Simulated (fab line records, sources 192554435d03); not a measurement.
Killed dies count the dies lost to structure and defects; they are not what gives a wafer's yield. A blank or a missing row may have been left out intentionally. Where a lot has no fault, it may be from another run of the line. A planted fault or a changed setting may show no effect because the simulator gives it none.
fab line records    flow n5-finfet
record lots=7  wafers=21
route steps=1938 shown ZERO_LAYER@4 FIN_SAQP@94 DUMMY_GATE@215 SD_EPI_N@268 HKMG_FIN@386 MOL_CONTACT_COAG@517
start-h: start of the lot's first displayed wafer, in hours after the record's first day    wait-h: time in hours since the lot's previous step    " same as the row above    L1.1+2: a single row standing in for several wafers    - no value, or no start was given    * or withheld: withheld    < > ~ a bound
route shown NAME@n: names a module that has steps shown in the file, with the first one's number in the route    usual: mean/standard deviation of fault-free wafers    same: alike in all rows    chamber/n: place in a boat    sites: each site's reading    _std_site: standard deviation of those values    _edge_site: outer sites' mean less inner sites'    radius-mm: for every site, how far away it sits from the centre of the wafer    mask NAME#n: copy n    behind: the last tool/chamber to shape the wafer    hold: why the lot went on hold/how many hours it stayed there/how the hold came to an end    device: transistor that didn't switch, given as n, p or np    end of line: the tests these same wafers got at the end of their route    a step with no rows: only its recipe    killed: not the wafer's yield, but the dies lost to structure and defects at the first sort    map: a wafer's dies, x killed, . not, _ none there
set.NAME: the setting as run; set.NAME@STEP: as run at that earlier step    model.NAME: the simulator's own value behind a step, which no gauge read
lots with deliberately changed settings; one table per step, one row per wafer
## steps
# step N5_ZERO_LAYER_PECVD_02
# recipe material=SiO2  target-thk-a=100  temp-c=400  precursor=SiH4/N2O  pressure-torr=0.75  rf-w=275  time-s=6
lot.wafer  tool      chamber  start-h  wait-h  set.time-s  model.SiO2_of_ZERO_LAYER_PECVD_02.thk-nm
L078.3     pecvd-04  2        36.28    0.0     6           9.971
L078.4     "         1        "        "       5.641       9.672
L078.6     "         2        "        "       6           10.23
L080.1     pecvd-03  0        48.28    0.0     6           9.791
L080.5     "         2        "        "       6           9.827
L080.6     "         0        "        "       6           10.16
L085.1     pecvd-03  2        78.28    0.0     6           9.588
L085.4     "         0        "        "       6           9.996
L085.5     "         1        "        "       6           10.02
L086.3     pecvd-03  2        84.30    0.0     6           9.678
L086.5     "         1        "        "       6.533       10.97
L086.6     "         2        "        "       6.533       10.74
L091.2     pecvd-04  1        114.28   0.0     6           10.19
L091.3     "         0        "        "       6           10.01
L091.5     "         1        "        "       5.56        9.498
L094.3     pecvd-04  2        132.28   0.0     6           10.01
L094.5+6   "         0,2      "        "       6           10.31
L095.3     pecvd-03  0        138.28   0.0     6.658       10.99
L095.4     "         1        "        "       6           9.871
L095.6     "         0        "        "       6.658       11.31
# step N5_FIN_SAQP_ALD_61
# recipe material=SiO2  target-thk-a=40  temp-c=300  ald-precursor-family=BDEAS  ald-co-reactant=O2-plasma  pulse-time-s=1  purge-time-s=2  co-reactant-purge-time-s=2  ald-cycles=43  pressure-torr=2
lot.wafer  tool        chamber  start-h  wait-h  set.ald-cycles  model.SiO2_of_FIN_SAQP_ALD_61.thk-nm
L078.3     ald-sin-04  0        44.57    0.0     47              4.361
L078.4     "           2        "        "       47              4.373
L078.6     "           2        "        "       43              3.994
L080.1     ald-sin-01  1        56.49    0.0     43              3.975
L080.5     "           2        "        "       43              3.962
L080.6     "           3        "        "       43              3.987
L085.1     ald-sin-04  3        86.79    0.0     43              3.974
L085.4     "           1        "        "       43              3.988
L085.5     "           1        "        "       43              3.985
L086.3     ald-sin-04  1        92.49    0.0     43              4.005
L086.5     "           0        "        "       47              4.364
L086.6     "           3        "        "       47              4.368
L091.2     ald-sin-01  2        122.52   0.2     48              4.434
L091.3     "           3        "        "       48              4.416
L091.5     "           1        "        "       43              3.981
L094.3     ald-sin-01  0        140.60   0.0     43              3.981
L094.5     "           1        "        "       43              4.002
L094.6     "           2        "        "       43              3.959
L095.3     ald-sin-02  2        146.05   0.0     43              4.003
L095.4     "           3        "        "       43              4.021
L095.6     "           0        "        "       48              4.492
# step N5_DUMMY_GATE_CVD_03
# recipe material=a-Si  target-thk-a=1500  temp-c=530  precursor=SiH4  time-s=8042
lot.wafer  tool      chamber  start-h  wait-h  set.temp-c  model.a-Si_of_DUMMY_GATE_CVD_03.thk-nm
L078.3     -         -        -        0.1     508.3       79.8
L078.4     "         -        "        "       508.3       80.4
L078.6     "         -        "        "       508.3       79.4
L080.1     -         -        -        2.2     518.6       109.4
L080.5     "         -        "        "       518.6       109.2
L080.6     "         -        "        "       518.6       107.8
L085.1     lpcvd-02  0/65     107.22   0.1     530         150.6
L085.4     "         0/79     "        "       530         150.2
L085.5     "         0/84     "        "       530         149.2
L086.3     -         -        -        0.1     518.2       109.6
L086.5     "         -        "        "       518.2       110
L086.6     "         -        "        "       518.2       108.2
L091.2+5   -         -        -        3.2     530         149.4
L091.3     "         -        "        "       530         148.2
L094.3     -         -        -        0.1     530         151.2
L094.5     "         -        "        "       530         153.4
L094.6     "         -        "        "       530         150.8
L095.3     -         -        -        0.1     543.8       218
L095.4     "         -        "        "       543.8       217.6
L095.6     "         -        "        "       543.8       216.4
# step N5_SD_EPI_N_PEB_07
# recipe peb-temp-c=110  peb-time-s=60  resist=CAR-ArF-block
lot.wafer   tool            chamber  start-h  wait-h  set.peb-time-s
L078.3+4+6  litho-track-04  0        78.52    0.0     60
L080.1      litho-track-01  0        86.81    0.1     60
L080.5+6    "               0        "        "       56.55
L085.1+4+5  litho-track-04  0        118.32   0.1     60
L086.3+5    litho-track-03  0        128.26   0.0     50.22
L086.6      "               0        "        "       60
L091.2+5    litho-track-01  0        157.83   0.0     47.18
L091.3      "               0        "        "       60
L094.3+5+6  litho-track-03  0        167.60   0.0     60
L095.3+6    litho-track-01  0        174.67   0.0     60
L095.4      "               0        "        "       71.18
# step N5_SD_EPI_N_DEVELOP_08
# recipe develop-time-s=30  developer=TMAH  resist=CAR-ArF-block  dev-temp-c=23  rinse-liquid=diw  dry=air-spin
# step N5_SD_EPI_N_CD_MEAS_09
# recipe target-cd-nm=120  landing-energy-ev=500  detector=se-inlens
# usual cd-nm=120.1/0.66
lot.wafer  tool       chamber  start-h  wait-h  set.peb-time-s@SD_EPI_N_PEB_07  cd-nm
L078.3     cd-sem-02  0        78.59    -       60                              120.6
L078.4     "          0        "        "       60                              121.3
L078.6     "          0        "        "       60                              121.1
L080.1     cd-sem-03  0        86.88    -       60                              120.4
L080.5     "          0        "        "       56.55                           118.6
L080.6     "          0        "        "       56.55                           118.0
L085.1     cd-sem-03  0        118.39   -       60                              120.9
L085.4     "          0        "        "       60                              120.0
L085.5     "          0        "        "       60                              119.9
L086.3     cd-sem-02  0        128.33   -       50.22                           114.2
L086.5     "          0        "        "       50.22                           113.0
L086.6     "          0        "        "       60                              119.8
L091.2     cd-sem-01  0        157.89   -       47.18                           111.1
L091.3     "          0        "        "       60                              120.0
L091.5     "          0        "        "       47.18                           110.2
L094.3     cd-sem-01  0        167.67   -       60                              119.6
L094.5     "          0        "        "       60                              119.7
L094.6     "          0        "        "       60                              119.7
L095.3     cd-sem-01  0        174.74   -       60                              120.6
L095.4     "          0        "        "       71.18                           125.9
L095.6     "          0        "        "       60                              119.6
# step N5_SD_EPI_N_DESCUM_14
# recipe chemistry=O2  time-s=7.9  source-power-w=50  bias-power-w=20  pressure-mtorr=20  rf-frequency-hz=2.712e+07  temp-c=40  resist=CAR-ArF-block  o2-flow-sccm=225
lot.wafer  tool         chamber  start-h  wait-h  set.peb-time-s@SD_EPI_N_PEB_07  model.SD_EPI_N.cd-nm
L078.3     rie-diel-04  2        78.68    0.0     60                              120.4
L078.4+6   "            0,2      "        "       60                              121
L080.1     rie-diel-02  2        87.07    0.1     60                              120.4
L080.5     "            1        "        "       56.55                           118.4
L080.6     "            2        "        "       56.55                           118
L085.1     rie-diel-04  0        118.50   0.1     60                              120.6
L085.4+5   "            3,2      "        "       60                              120.2
L086.3     rie-diel-04  0        128.41   0.0     50.22                           114.4
L086.5     "            1        "        "       50.22                           113.2
L086.6     "            0        "        "       60                              120
L091.2     rie-diel-03  2        158.12   0.2     47.18                           111
L091.3     "            0        "        "       60                              120.2
L091.5     "            0        "        "       47.18                           110.6
L094.3+5   rie-diel-04  3,2      167.94   0.2     60                              119.8
L094.6     "            1        "        "       60                              119.6
L095.3     rie-diel-04  2        174.82   0.0     60                              120.8
L095.4     "            2        "        "       71.18                           126
L095.6     "            3        "        "       60                              119.6
# step N5_SD_EPI_N_ETCH_34
# recipe chemistry=CF4  target=SiARC  target-depth-a=455  mask-material=CAR-ArF-block  time-s=75.8  ion-energy-ev=80  pressure-mtorr=40  source-w=545  bias-w=36  Ar_flow_sccm=100  cf4-flow-sccm=100  ends=cleared
lot.wafer  tool         chamber  start-h  wait-h  set.peb-time-s@SD_EPI_N_PEB_07  model.SD_EPI_N.cd-nm
L078.3     rie-diel-04  2        78.71    0.0     60                              120.2
L078.4     "            0        "        "       60                              121
L078.6     "            2        "        "       60                              120.8
L080.1     rie-diel-02  2        87.11    0.0     60                              120.6
L080.5     "            1        "        "       56.55                           118.4
L080.6     "            2        "        "       56.55                           118.2
L085.1     rie-diel-04  0        118.53   0.0     60                              120.4
L085.4     "            3        "        "       60                              120.2
L085.5     "            2        "        "       60                              119.8
L086.3     rie-diel-04  0        128.45   0.0     50.22                           114.4
L086.5     "            1        "        "       50.22                           113
L086.6     "            0        "        "       60                              120
L091.2+5   rie-diel-03  2,0      158.15   0.0     47.18                           110.8
L091.3     "            0        "        "       60                              120.4
L094.3     rie-diel-04  3        167.97   0.0     60                              120
L094.5     "            2        "        "       60                              119.8
L094.6     "            1        "        "       60                              119.4
L095.3     rie-diel-04  2        174.86   0.0     60                              120.8
L095.4     "            2        "        "       71.18                           126
L095.6     "            3        "        "       60                              119.8
# step N5_SD_EPI_N_ETCH_35
# recipe chemistry=N2/H2  target=SOC  overetch-a=1080  mask-material=SiARC  temp-c=40  ion-energy-ev=100  source-w=3000  bias-w=133  pressure-mtorr=20  time-s=486  n2-flow-sccm=200  h2-flow-sccm=200
lot.wafer  tool         chamber  start-h  wait-h  set.peb-time-s@SD_EPI_N_PEB_07  model.SD_EPI_N.cd-nm
L078.3     rie-diel-04  2        78.77    0.0     60                              120.4
L078.4     "            0        "        "       60                              121.2
L078.6     "            2        "        "       60                              121.8
L080.1     rie-diel-02  2        87.17    0.0     60                              121.8
L080.5     "            1        "        "       56.55                           118
L080.6     "            2        "        "       56.55                           118.6
L085.1     rie-diel-04  0        118.59   0.0     60                              121.4
L085.4     "            3        "        "       60                              119
L085.5     "            2        "        "       60                              121.6
L086.3     rie-diel-04  0        128.50   0.0     50.22                           115.6
L086.5     "            1        "        "       50.22                           112.6
L086.6     "            0        "        "       60                              121.2
L091.2     rie-diel-03  2        158.21   0.0     47.18                           110.8
L091.3     "            0        "        "       60                              119.4
L091.5     "            0        "        "       47.18                           111
L094.3     rie-diel-04  3        168.03   0.0     60                              119.8
L094.5     "            2        "        "       60                              121
L094.6     "            1        "        "       60                              120.2
L095.3     rie-diel-04  2        174.91   0.0     60                              121.6
L095.4     "            2        "        "       71.18                           127.2
L095.6     "            3        "        "       60                              117.8
# step N5_SD_EPI_N_ETCH_16
# recipe chemistry=CHF3/O2  target=SiO2  target-depth-a=50  mask-material=SOC  pressure-mtorr=30  source-w=650  bias-w=170  Ar_flow_sccm=200  CHF3_flow_sccm=50  O2_flow_sccm=5  ion-energy-ev=200
lot.wafer  tool         chamber  start-h  wait-h  set.target-depth-a  model.etch.depth-nm
L078.3     rie-diel-04  2        79.29    0.1     47.05               4.602
L078.4     "            0        "        "       47.05               4.733
L078.6     "            2        "        "       50                  4.932
L080.1     rie-diel-02  2        87.69    0.1     50                  4.933
L080.5     "            1        "        "       50                  5.012
L080.6     "            2        "        "       54.99               5.394
L085.1     rie-diel-04  0        119.11   0.1     50                  5.086
L085.4     "            3        "        "       50                  5.113
L085.5     "            2        "        "       50                  4.9
L086.3     rie-diel-04  0        129.03   0.1     48.23               4.756
L086.5     "            1        "        "       50                  5.084
L086.6     "            0        "        "       50                  4.947
L091.2     rie-diel-03  2        158.73   0.1     50                  5.048
L091.3     "            0        "        "       50                  5.124
L091.5     "            0        "        "       50                  5.142
L094.3     rie-diel-04  3        168.55   0.1     54.26               5.47
L094.5     "            2        "        "       50                  4.869
L094.6     "            1        "        "       54.26               5.407
L095.3     rie-diel-04  2        175.44   0.1     50                  4.856
L095.4     "            2        "        "       50                  4.923
L095.6     "            3        "        "       50                  5.048
# step N5_HKMG_FIN_HK_ALD_01
# recipe material=HfO2  target-thk-a=16  temp-c=withheld  ald-precursor-family=HfCl4  ald-co-reactant=H2O  pulse-time-s=3  purge-time-s=3  co-reactant-purge-time-s=2.5  co-reactant-pulse-time-s=0.3  ald-cycles=30
lot.wafer   tool       chamber  start-h  wait-h  set.ald-cycles
L078.3+6    ald-hk-02  1,0      102.02   0.0     33
L078.4      "          3        "        "       30
L080.1+5    ald-hk-03  0,1      109.35   0.0     30
L080.6      "          2        "        "       29
L085.1+4+5  ald-hk-01  3,0,2    139.16   0.0     30
L086.3      ald-hk-03  3        150.61   0.1     30
L086.5+6    "          3,2      "        "       33
L091.2+3    ald-hk-02  3,0      179.11   0.0     30
L091.5      "          3        "        "       27
L094.3      ald-hk-03  0        188.91   0.0     30
L094.5+6    "          2,3      "        "       28
L095.3+4    ald-hk-03  2,0      197.92   0.0     34
L095.6      "          0        "        "       30
# step N5_HKMG_FIN_HK_ANNEAL_02
# recipe temp-c=700  time-s=30  ambient=N2  idle-temp-c=600  ramp-up-c-per-s=150  ramp-down-c-per-s=60  cool-to-c=600
# step N5_HKMG_FIN_ALD_74
# recipe material=La2O3  target-thk-a=5  temp-c=250  ald-precursor-family=La-Cp  ald-co-reactant=O3  pulse-time-s=6  co-reactant-pulse-time-s=1  purge-time-s=3  co-reactant-purge-time-s=3
# step N5_HKMG_FIN_WET_ETCH_82
# recipe chemistry=dHCl  mix=1:10000  temp-c=25  target=La2O3  stop-on=HfO2  target-depth-nm=2  dry=ipa-marangoni  rinse-time-s=30  rinse-temp-c=23
# step N5_HKMG_FIN_ALD_36
# recipe material=TiN  target-thk-a=10  temp-c=400  ald-precursor-family=TiCl4  ald-co-reactant=NH3  pulse-time-s=1  purge-time-s=3  co-reactant-purge-time-s=2  co-reactant-pulse-time-s=2  ald-cycles=47  pressure-torr=3
# step N5_HKMG_FIN_THK_MEAS_70
# recipe thk-meas-gauge=xrf  reads=HfO2_of_HKMG_FIN_HK_ALD_01
# usual HK_THK=1.534/0.021
lot.wafer  tool           chamber  start-h  wait-h  set.ald-cycles@HKMG_FIN_HK_ALD_01  HK_THK[nm]
L078.3     film-metro-01  -        105.41   0.2     33                                 1.705
L078.4     "              -        "        "       30                                 1.554
L078.6     "              -        "        "       33                                 1.713
L080.1     film-metro-02  -        113.58   0.2     30                                 1.512
L080.5     "              -        "        "       30                                 1.507
L080.6     "              -        "        "       29                                 1.483
L085.1     film-metro-01  -        142.86   0.2     30                                 1.549
L085.4     "              -        "        "       30                                 1.514
L085.5     "              -        "        "       30                                 1.537
L086.3     film-metro-02  -        154.41   0.2     30                                 1.464
L086.5     "              -        "        "       33                                 1.664
L086.6     "              -        "        "       33                                 1.660
L091.2     film-metro-01  -        182.45   0.2     30                                 1.545
L091.3     "              -        "        "       30                                 1.529
L091.5     "              -        "        "       27                                 1.374
L094.3     film-metro-02  -        193.36   0.2     30                                 1.562
L094.5     "              -        "        "       28                                 1.451
L094.6     "              -        "        "       28                                 1.459
L095.3     film-metro-01  -        201.70   0.2     34                                 1.734
L095.4     "              -        "        "       34                                 1.738
L095.6     "              -        "        "       30                                 1.526
# step N5_MOL_CONTACT_COAG_COAT_103
# recipe resist=SOC  temp-c=250  time-s=60  spin-rpm=1500  resist-thk-nm=80
lot.wafer   tool            chamber  start-h  wait-h  set.spin-rpm  model.SOC_of_MOL_CONTACT_COAG_COAT_103.thk-nm
L078.3+4+6  litho-track-01  0        119.42   0.0     1500          80
L080.1+6    litho-track-01  0        128.45   0.0     1500          80.2
L080.5      "               0        "        "       1336          85.2
L085.1+5    litho-track-03  0        156.00   0.0     1500          80.2
L085.4      "               0        "        "       1500          80.4
L086.3      litho-track-01  0        169.53   0.0     1500          80.4
L086.5+6    "               0        "        "       1500          80.2
L091.2      litho-track-03  0        195.52   0.0     1664          76.2
L091.3      "               0        "        "       1500          80.2
L091.5      "               0        "        "       1664          76
L094.3      litho-track-03  0        207.85   0.0     1560          79.2
L094.5      "               0        "        "       1560          78.6
L094.6      "               0        "        "       1500          80.4
L095.3      litho-track-01  0        214.49   0.0     1500          79.8
L095.4      "               0        "        "       1500          80
L095.6      "               0        "        "       1340          84.4
## key
split step=N5_ZERO_LAYER_PECVD_02  setting=time-s  stated=6  by=wafer
response step=N5_ZERO_LAYER_PECVD_02  reading=model.SiO2_of_ZERO_LAYER_PECVD_02.thk-nm  change=+0.109  per=1%  r=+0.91
split step=N5_FIN_SAQP_ALD_61  setting=ald-cycles  stated=43  by=wafer
response step=N5_FIN_SAQP_ALD_61  reading=model.SiO2_of_FIN_SAQP_ALD_61.thk-nm  change=+0.0396  per=1%  r=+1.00
split step=N5_DUMMY_GATE_CVD_03  setting=temp-c  stated=530  by=lot
response step=N5_DUMMY_GATE_CVD_03  reading=model.a-Si_of_DUMMY_GATE_CVD_03.thk-nm  change=+20.3  per=1%  r=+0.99
split step=N5_SD_EPI_N_PEB_07  setting=peb-time-s  stated=60  by=wafer
response step=N5_SD_EPI_N_CD_MEAS_09  reading=cd-nm  change=+0.381  per=1%  r=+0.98
response step=N5_SD_EPI_N_DESCUM_14  reading=model.SD_EPI_N.cd-nm  change=+0.383  per=1%  r=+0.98
response step=N5_SD_EPI_N_ETCH_34  reading=model.SD_EPI_N.cd-nm  change=+0.388  per=1%  r=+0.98
response step=N5_SD_EPI_N_ETCH_35  reading=model.SD_EPI_N.cd-nm  change=+0.415  per=1%  r=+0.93
split step=N5_SD_EPI_N_ETCH_16  setting=target-depth-a  stated=50  by=wafer
response step=N5_SD_EPI_N_ETCH_16  reading=model.etch.depth-nm  change=+0.0526  per=1%  r=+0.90
split step=N5_HKMG_FIN_HK_ALD_01  setting=ald-cycles  stated=30  by=wafer
response step=N5_HKMG_FIN_THK_MEAS_70  reading=HK_THK  change=+0.0164  per=1%  r=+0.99
split step=N5_MOL_CONTACT_COAG_COAT_103  setting=spin-rpm  stated=1500  by=wafer
response step=N5_MOL_CONTACT_COAG_COAT_103  reading=model.SOC_of_MOL_CONTACT_COAG_COAT_103.thk-nm  change=-0.416  per=1%  r=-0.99
